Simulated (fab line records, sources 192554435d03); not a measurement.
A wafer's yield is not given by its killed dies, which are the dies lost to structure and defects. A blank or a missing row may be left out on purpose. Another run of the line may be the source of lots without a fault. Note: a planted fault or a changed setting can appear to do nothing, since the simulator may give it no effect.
fab line records + flow n5Finfet + part 2 of 2: steps 17 to 24 of 24
record
- lots=5
- wafers=15
- lastDay=16
route steps=1938 shown MOL_CONTACT_COAG@530
lots with no fault: from the same line, run without faults
startH: start of the lot's first displayed wafer, in hours after the record's first day + waitH: hours from the lot's prior step to this one + " identical to the entry in the row above + L1.1+2: a single row standing in for several wafers + - value missing, or start not given + * or withheld: withheld + < > ~ a bound
route shown NAME@n: a module of which the file shows steps, and the number in the route of the first + usual: mean/standard deviation taken from wafers without a fault + same: alike in all rows + chamber/n: place in a boat + sites: per-site readings + _std_site: standard deviation of those values + _edge_site: inner sites' mean taken away from outer sites' mean + radiusMm: for every site, how far away it sits from the centre of the wafer + mask NAME#n: copy n + behind: the last tool/chamber to shape the wafer + hold: the reason the lot was held/the length of the hold in hours/how it ended + device: the transistor (n, p or np) that didn't switch + end of line: the route-end tests of the same wafers + a step without rows: its recipe alone + killed: the dies lost at the first sort to structure and to defects; this is not the yield of the wafer + map: the dies of a wafer, with x for killed, . for not killed, _ for no die there
set.NAME: setting as actually run; set.NAME@STEP: the setting as run at that earlier step + model.NAME: the simulator's own value behind a step, which no gauge read
a table for each step, a row for each wafer; lots at some steps of the route
services: a tool's chamber out of use, with start hour (startH, from the record's first day; less than 0 if before it), hours out, and reason
## steps
# step N5_MOL_CONTACT_COAG_PRE_CLEAN_141
# recipe
- gas=H2/He
- timeS=60
- tempC=300
# usual
- heaterPowerW=459/43
- susceptorTempC=300.03/0.18
| lot.wafer | tool          | chamber | startH | waitH | heaterPowerW | susceptorTempC |
|-----------|---------------|---------|--------|-------|--------------|----------------|
| L082.1    | pvdSputter-01 | -       | 145.17 | 0.5   | 490          | 300.21         |
| L082.3    | "             | -       | "      | "     | 469          | 299.86         |
| L082.6    | "             | -       | "      | "     | 379          | 299.91         |
| L084.3    | pvdSputter-01 | -       | 155.69 | 1.1   | 379          | 299.72         |
| L084.5    | "             | -       | "      | "     | 494          | 300.21         |
| L084.6    | "             | -       | "      | "     | 480          | 299.94         |
| L086.1    | pvdSputter-01 | -       | 169.60 | 0.9   | 464          | 300.18         |
| L086.3    | "             | -       | "      | "     | 497          | 299.76         |
| L086.6    | "             | -       | "      | "     | 498          | 299.92         |
| L088.1    | pvdSputter-03 | -       | 177.54 | 0.2   | 473          | 299.99         |
| L088.2    | "             | -       | "      | "     | 497          | 300.09         |
| L088.3    | "             | -       | "      | "     | 483          | 299.83         |
| L095.1    | pvdSputter-02 | -       | 219.87 | 1.8   | 436          | 299.60         |
| L095.3    | "             | -       | "      | "     | 470          | 300.20         |
| L095.6    | "             | -       | "      | "     | 475          | 299.91         |
# step N5_MOL_CONTACT_COAG_SPUTTER_143
# recipe
- material=Co
- targetThkA=25
- tempC=25
- chamberPressurePa=0.2
# usual
- susceptorTempC=25.01/0.11
- throttleValvePct=29.7/0.8
| lot.wafer | tool          | chamber | startH | waitH | susceptorTempC | throttleValvePct |
|-----------|---------------|---------|--------|-------|----------------|------------------|
| L082.1    | pvdSputter-01 | -       | 145.23 | 0.0   | 24.82          | 29.9             |
| L082.3    | "             | -       | "      | "     | 24.93          | 27.4             |
| L082.6    | "             | -       | "      | "     | 25.10          | 29.7             |
| L084.3    | pvdSputter-01 | -       | 155.75 | 0.0   | 24.83          | 29.4             |
| L084.5    | "             | -       | "      | "     | 24.98          | 29.7             |
| L084.6    | "             | -       | "      | "     | 24.93          | 29.4             |
| L086.1    | pvdSputter-01 | -       | 169.66 | 0.0   | 25.01          | 27.9             |
| L086.3    | "             | -       | "      | "     | 25.07          | 30.0             |
| L086.6    | "             | -       | "      | "     | 24.87          | 29.5             |
| L088.1    | pvdSputter-03 | -       | 177.60 | 0.0   | 24.90          | 29.6             |
| L088.2    | "             | -       | "      | "     | 25.06          | 30.5             |
| L088.3    | "             | -       | "      | "     | 24.91          | 30.2             |
| L095.1    | pvdSputter-02 | -       | 219.93 | 0.0   | 25.06          | 29.2             |
| L095.3    | "             | -       | "      | "     | 25.22          | 29.5             |
| L095.6    | "             | -       | "      | "     | 25.18          | 29.6             |
# step N5_MOL_CONTACT_COAG_CO_FILL_22
# recipe
- material=Co
- targetThkA=200
- tempC=200
- precursor=CCTBA/H2
- pressureTorr=30
# usual
- heaterPowerW=237/9.2
- susceptorTempC=200.03/0.17
| lot.wafer | tool     | chamber | startH | waitH | heaterPowerW | susceptorTempC |
|-----------|----------|---------|--------|-------|--------------|----------------|
| L082.1    | cvdCo-02 | 1       | 145.35 | 0.1   | 232          | 199.87         |
| L082.3    | "        | 0       | "      | "     | 229          | 200.01         |
| L082.6    | "        | 2       | "      | "     | 215          | 199.68         |
| L084.3    | cvdCo-01 | 1       | 155.87 | 0.1   | 238          | 200.19         |
| L084.5    | "        | 0       | "      | "     | 245          | 200.25         |
| L084.6    | "        | 2       | "      | "     | 245          | 200.18         |
| L086.1    | cvdCo-01 | 1       | 169.78 | 0.1   | 239          | 199.90         |
| L086.3    | "        | 2       | "      | "     | 244          | 200.29         |
| L086.6    | "        | 2       | "      | "     | 243          | 200.10         |
| L088.1    | cvdCo-02 | 1       | 177.85 | 0.2   | 237          | 199.71         |
| L088.2    | "        | 2       | "      | "     | 217          | 199.96         |
| L088.3    | "        | 0       | "      | "     | 232          | 200.00         |
| L095.1    | cvdCo-01 | 1       | 220.05 | 0.1   | 240          | 200.07         |
| L095.3    | "        | 2       | "      | "     | 243          | 200.11         |
| L095.6    | "        | 0       | "      | "     | 245          | 199.97         |
# step N5_MOL_CONTACT_COAG_ANNEAL_113
# recipe
- tempC=400
- timeS=300
- ambient=H2/N2
# usual
- lampPowerPct=3.08/0.087
- lamp_zone_5_pct=3.08/0.088
- lamp_zone_6_pct=3.05/0.087
- wafer_temp_C_max=401.8/0.62
| lot.wafer | tool         | chamber | startH | waitH | lampPowerPct | lamp_zone_5_pct | lamp_zone_6_pct | wafer_temp_C_max |
|-----------|--------------|---------|--------|-------|--------------|-----------------|-----------------|------------------|
| L082.1    | rtpAnneal-02 | 0       | 145.96 | 0.3   | 3.18         | 3.18            | 3.15            | 400.9            |
| L082.3    | "            | 0       | "      | "     | 3.18         | 3.18            | 3.15            | 401.8            |
| L082.6    | "            | 0       | "      | "     | 3.18         | 3.18            | 3.15            | 401.1            |
| L084.3    | rtpAnneal-02 | 0       | 156.79 | 0.6   | 3.17         | 3.18            | 3.15            | 401.4            |
| L084.5    | "            | 0       | "      | "     | 3.17         | 3.18            | 3.15            | 401.0            |
| L084.6    | "            | 0       | "      | "     | 3.19         | 3.18            | 3.15            | 400.9            |
| L086.1    | rtpAnneal-01 | 0       | 170.47 | 0.4   | 2.99         | 3.01            | 2.98            | 402.6            |
| L086.3    | "            | 0       | "      | "     | 3.00         | 3.00            | 2.97            | 402.0            |
| L086.6    | "            | 0       | "      | "     | 3.00         | 3.01            | 2.98            | 402.5            |
| L088.1    | rtpAnneal-01 | 0       | 178.48 | 0.3   | 3.00         | 3.00            | 2.97            | 402.6            |
| L088.2    | "            | 0       | "      | "     | 3.00         | 3.00            | 2.98            | 401.8            |
| L088.3    | "            | 0       | "      | "     | 3.00         | 3.01            | 2.97            | 402.4            |
| L095.1    | rtpAnneal-02 | 0       | 220.90 | 0.6   | 3.18         | 3.18            | 3.15            | 401.9            |
| L095.3    | "            | 0       | "      | "     | 3.18         | 3.18            | 3.15            | 401.2            |
| L095.6    | "            | 0       | "      | "     | 3.18         | 3.18            | 3.14            | 401.2            |
# step N5_MOL_CONTACT_COAG_PRE_CLEAN_142
# recipe
- gas=H2/He
- timeS=60
- tempC=300
# usual
- heaterPowerW=461/40
- susceptorTempC=299.99/0.19
| lot.wafer | tool          | chamber | startH | waitH | heaterPowerW | susceptorTempC |
|-----------|---------------|---------|--------|-------|--------------|----------------|
| L082.1    | pvdSputter-01 | -       | 147.93 | 1.8   | 391          | 300.28         |
| L082.3    | "             | -       | "      | "     | 474          | 299.91         |
| L082.6    | "             | -       | "      | "     | 479          | 299.85         |
| L084.3    | pvdSputter-01 | -       | 158.95 | 2.0   | 379          | 300.00         |
| L084.5    | "             | -       | "      | "     | 475          | 299.87         |
| L084.6    | "             | -       | "      | "     | 493          | 300.22         |
| L086.1    | pvdSputter-02 | -       | 173.17 | 2.6   | 497          | 299.78         |
| L086.3    | "             | -       | "      | "     | 418          | 300.03         |
| L086.6    | "             | -       | "      | "     | 432          | 299.68         |
| L088.1    | pvdSputter-03 | -       | 180.17 | 1.5   | 486          | 299.83         |
| L088.2    | "             | -       | "      | "     | 469          | 300.07         |
| L088.3    | "             | -       | "      | "     | 513          | 299.78         |
| L095.1    | pvdSputter-01 | -       | 223.30 | 2.3   | 381          | 300.27         |
| L095.3    | "             | -       | "      | "     | 464          | 300.07         |
| L095.6    | "             | -       | "      | "     | 500          | 299.97         |
# step N5_MOL_CONTACT_COAG_SPUTTER_130
# recipe
- material=Co
- targetThkA=475
- tempC=25
- chamberPressurePa=0.5
- powerW=3000
# usual
- susceptorTempC=24.98/0.1
- throttleValvePct=29.6/0.91
| lot.wafer | tool          | chamber | startH | waitH | susceptorTempC | throttleValvePct |
|-----------|---------------|---------|--------|-------|----------------|------------------|
| L082.1    | pvdSputter-01 | -       | 147.99 | 0.0   | 24.96          | 29.7             |
| L082.3    | "             | -       | "      | "     | 25.04          | 29.7             |
| L082.6    | "             | -       | "      | "     | 25.01          | 29.2             |
| L084.3    | pvdSputter-01 | -       | 159.01 | 0.0   | 24.94          | 29.8             |
| L084.5    | "             | -       | "      | "     | 24.90          | 27.3             |
| L084.6    | "             | -       | "      | "     | 24.84          | 29.6             |
| L086.1    | pvdSputter-02 | -       | 173.23 | 0.0   | 25.06          | 30.5             |
| L086.3    | "             | -       | "      | "     | 24.93          | 30.4             |
| L086.6    | "             | -       | "      | "     | 24.95          | 29.1             |
| L088.1    | pvdSputter-03 | -       | 180.23 | 0.0   | 24.80          | 29.8             |
| L088.2    | "             | -       | "      | "     | 25.01          | 30.2             |
| L088.3    | "             | -       | "      | "     | 25.06          | 30.6             |
| L095.1    | pvdSputter-01 | -       | 223.36 | 0.0   | 25.01          | 29.7             |
| L095.3    | "             | -       | "      | "     | 25.07          | 27.5             |
| L095.6    | "             | -       | "      | "     | 25.19          | 29.6             |
# step N5_MOL_CONTACT_COAG_PRECLEAN_125
# recipe
- chemistry=DIW
- timeS=57.5
- tempC=23
# usual
- tempC=23.00/0.099
| lot.wafer | tool        | chamber | startH | waitH | tempC |
|-----------|-------------|---------|--------|-------|-------|
| L082.1    | wetBench-05 | 3       | 148.12 | 0.1   | 22.81 |
| L082.3    | "           | 6       | "      | "     | 22.98 |
| L082.6    | "           | 5       | "      | "     | 22.88 |
| L084.3    | wetBench-05 | 5       | 159.14 | 0.1   | 22.94 |
| L084.5    | "           | 0       | "      | "     | 22.98 |
| L084.6    | "           | 4       | "      | "     | 22.99 |
| L086.1    | wetBench-05 | 5       | 173.36 | 0.1   | 23.03 |
| L086.3    | "           | 1       | "      | "     | 22.90 |
| L086.6    | "           | 0       | "      | "     | 23.18 |
| L088.1    | wetBench-05 | 6       | 180.38 | 0.1   | 22.94 |
| L088.2    | "           | 4       | "      | "     | 23.11 |
| L088.3    | "           | 7       | "      | "     | 22.98 |
| L095.1    | wetBench-02 | 2       | 223.50 | 0.1   | 22.93 |
| L095.3    | "           | 0       | "      | "     | 22.87 |
| L095.6    | "           | 3       | "      | "     | 23.07 |
# step N5_MOL_CONTACT_COAG_SRD_126
# recipe
- dryTimeS=32
- dry=n2Spin
- spinRpm=1500
# usual
- spinRpm=1500.0/0.82
| lot.wafer | tool        | chamber | startH | waitH | spinRpm |
|-----------|-------------|---------|--------|-------|---------|
| L082.1    | wetBench-05 | 3       | 148.13 | 0.0   | 1500.7  |
| L082.3    | "           | 6       | "      | "     | 1500.5  |
| L082.6    | "           | 5       | "      | "     | 1499.9  |
| L084.3    | wetBench-05 | 5       | 159.16 | 0.0   | 1499.6  |
| L084.5    | "           | 0       | "      | "     | 1499.3  |
| L084.6    | "           | 4       | "      | "     | 1500.1  |
| L086.1    | wetBench-05 | 5       | 173.38 | 0.0   | 1499.1  |
| L086.3    | "           | 1       | "      | "     | 1499.8  |
| L086.6    | "           | 0       | "      | "     | 1500.7  |
| L088.1    | wetBench-05 | 6       | 180.40 | 0.0   | 1501.3  |
| L088.2    | "           | 4       | "      | "     | 1499.4  |
| L088.3    | "           | 7       | "      | "     | 1499.3  |
| L095.1    | wetBench-02 | 2       | 223.52 | 0.0   | 1500.4  |
| L095.3    | "           | 0       | "      | "     | 1500.5  |
| L095.6    | "           | 3       | "      | "     | 1498.6  |
## services
| tool         | chamber | startH | hours | kind                        |
|--------------|---------|--------|-------|-----------------------------|
| rieDiel-06   | -       | 119.48 | 4.4   | repair                      |
| rieDiel-06   | 0       | 124.63 | 1.7   | repair                      |
| rieDiel-03   | 1       | 130.75 | -     | clean                       |
| rieDiel-03   | 1       | 130.75 | -     | consumableReplace:focusRing |
| rieDiel-03   | 1       | 130.75 | 17.5  | scheduledDown               |
| rieDiel-03   | 1       | 130.75 | 17.5  | ventCycle                   |
| aldMetal-02  | -       | 134.71 | 0.4   | repair                      |
| implanter-02 | -       | 141.95 | 5.9   | repair                      |
| rieDiel-03   | 0       | 149.30 | -     | clean                       |
| rieDiel-03   | 0       | 149.30 | -     | consumableReplace:focusRing |
| rieDiel-03   | 0       | 149.30 | 25.7  | scheduledDown               |
| rieDiel-03   | 0       | 149.30 | 25.7  | ventCycle                   |
| rieDiel-03   | -       | 158.24 | 0.4   | repair                      |
| implanter-02 | -       | 164.08 | 5.6   | repair                      |
| rieDiel-03   | 3       | 168.79 | 4.2   | repair                      |
| aldMetal-03  | 3       | 169.81 | 26.9  | repair                      |
| cvdCo-02     | 0       | 178.70 | 4.6   | repair                      |
| implanter-01 | -       | 190.42 | 2.1   | repair                      |
| rieDiel-03   | 3       | 205.74 | -     | clean                       |
| rieDiel-03   | 3       | 205.74 | -     | consumableReplace:focusRing |
| rieDiel-03   | 3       | 205.74 | 18.8  | scheduledDown               |
| rtpAnneal-02 | -       | 212.99 | 3.6   | pm                          |
| rieDiel-03   | 0       | 218.61 | 7.7   | repair                      |
| rieDiel-06   | -       | 223.44 | 14.6  | pm                          |
